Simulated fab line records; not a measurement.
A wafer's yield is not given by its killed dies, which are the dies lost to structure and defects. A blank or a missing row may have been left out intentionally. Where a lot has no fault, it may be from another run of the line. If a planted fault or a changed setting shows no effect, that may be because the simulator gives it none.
Which of the tools did it? | flow nand-harc | 12 lots with 36 wafers sampled at 5 steps, on a route of 1159 steps

WHAT EACH GAUGE READ, for each wafer
NHARC_P_M0_INSPECT_11.
lot  | measured     | on                | raw-defect-count
L075 | day 5 22:49  | defect-inspect-02 | 5 0 4
L077 | day 6 10:48  | defect-inspect-01 | 7 5 6
L079 | day 7 02:36  | defect-inspect-01 | 5 6 8
L081 | day 7 11:29  | defect-inspect-01 | 1 5 2
L083 | day 8 00:35  | defect-inspect-02 | 4 5 6
L085 | day 8 22:40  | defect-inspect-02 | 1 7 4
L087 | day 8 21:33  | defect-inspect-02 | 11 4 5
L089 | day 9 12:50  | defect-inspect-01 | 4 3 6
L091 | day 10 04:52 | defect-inspect-01 | 1 4 2
L093 | day 10 10:46 | defect-inspect-01 | 2 2 2
L095 | day 10 19:46 | defect-inspect-02 | 5 2 0
L097 | day 11 19:23 | defect-inspect-02 | 6 9 8

WHAT TOOL EACH LOT RAN ON (gives the tool, then ch and the chambers of the sampled wafers, and finally the start)
lot  | NHARC_P_ZERO_WELL_DESCUM_13       | NHARC_P_GATE_DESCUM_48            | NHARC_P_GATE_STRIP_95                | NHARC_P_CONTACT_DEP_00
L075 | rie-diel-02 ch 2,3, day 1 19:24   | rie-diel-04 ch 0,1, day 5 08:35   | plasma-asher-01 ch 1, day 5 13:21    | pecvd-02 ch 0,2, day 5 22:49 or earlier
L077 | rie-diel-07 ch 1,2,3, day 2 07:25 | rie-diel-06 ch 1,2,3, day 5 21:36 | plasma-asher-02 ch 0,1, day 6 02:27  | pecvd-02 ch 1,2, day 6 10:48 or earlier
L079 | rie-diel-07 ch 0,1, day 2 19:25   | rie-diel-04 ch 0,2,3, day 6 10:51 | plasma-asher-02 ch 1, day 6 15:08    | pecvd-02 ch 1,2, day 7 02:36 or earlier
L081 | rie-diel-09 ch 1,2,3, day 3 07:25 | rie-diel-04 ch 1,2,3, day 6 21:37 | plasma-asher-01 ch 0,1, day 7 02:10  | pecvd-02 ch 0,1,2, day 7 11:29 or earlier
L083 | rie-diel-02 ch 0,1,3, day 3 19:24 | rie-diel-13 ch 0,1,3, day 7 11:50 | plasma-asher-01 ch 0,1, day 7 16:26  | pecvd-04 ch 2, day 7 18:44
L085 | rie-diel-02 ch 2,3, day 4 07:38   | rie-diel-04 ch 1,2, day 8 09:02   | plasma-asher-01 ch 0,1, day 8 14:02  | pecvd-04 ch 0,1, day 8 16:23
L087 | rie-diel-09 ch 0,1,3, day 4 19:17 | rie-diel-06 ch 0,1,2, day 8 08:01 | plasma-asher-02 ch 0,1, day 8 12:41  | pecvd-01 ch 0,1, day 8 21:33 or earlier
L089 | rie-diel-09 ch 0,3, day 5 07:17   | rie-diel-04 ch 0,1,2, day 9 00:05 | plasma-asher-02 ch 0,1, day 9 04:45  | pecvd-02 ch 0,1, day 9 12:50 or earlier
L091 | rie-diel-09 ch 0,1,3, day 5 19:25 | rie-diel-04 ch 0,2,3, day 9 16:39 | plasma-asher-02 ch 0,1, day 9 21:04  | pecvd-04 ch 0,1,2, day 10 04:52 or earlier
L093 | rie-diel-09 ch 1,2,3, day 6 07:16 | rie-diel-06 ch 0,1,3, day 9 22:39 | plasma-asher-01 ch 0,1, day 10 03:12 | pecvd-04 ch 0,1,2, day 10 10:46 or earlier
L095 | rie-diel-09 ch 0,3, day 6 19:17   | rie-diel-06 ch 0,3, day 10 04:58  | plasma-asher-02 ch 0,1, day 10 09:29 | pecvd-04 ch 0,1,2, day 10 19:46 or earlier
L097 | rie-diel-09 ch 0,1,3, day 7 07:26 | rie-diel-04 ch 1,2, day 11 03:43  | plasma-asher-02 ch 0,1, day 11 08:22 | pecvd-01 ch 0,1,2, day 11 19:23 or earlier
- NHARC_P_ZERO_WELL_DESCUM_13: chemistry O2, time 3 s.
- NHARC_P_GATE_DESCUM_48: chemistry O2, time 3 s.
- NHARC_P_GATE_STRIP_95: strips in O2.
- NHARC_P_CONTACT_DEP_00: deposits SiO2, target thk 500 nm.

THE ANSWER, worked out from the rows above alone
Rule: usual is defined by the lots themselves. Put in order of their means at a reading, lots are off if they are a third of the lots or fewer, leave a main group of 4 or more, and stand apart from it by a gap of 3 or more times the standard deviation of the main group's means; of several such gaps the widest counts. If all means in a main group match to the digits the tables above print for the reading, that group is not used. A lot without any number at a reading at which 4 lots or more have one is off too. Any other lot the step has rows for is counted as sound.
Nothing can be told from this: no lot is off at any reading shown.

WHAT HAD BEEN PUT IN BY THE SIMULATOR
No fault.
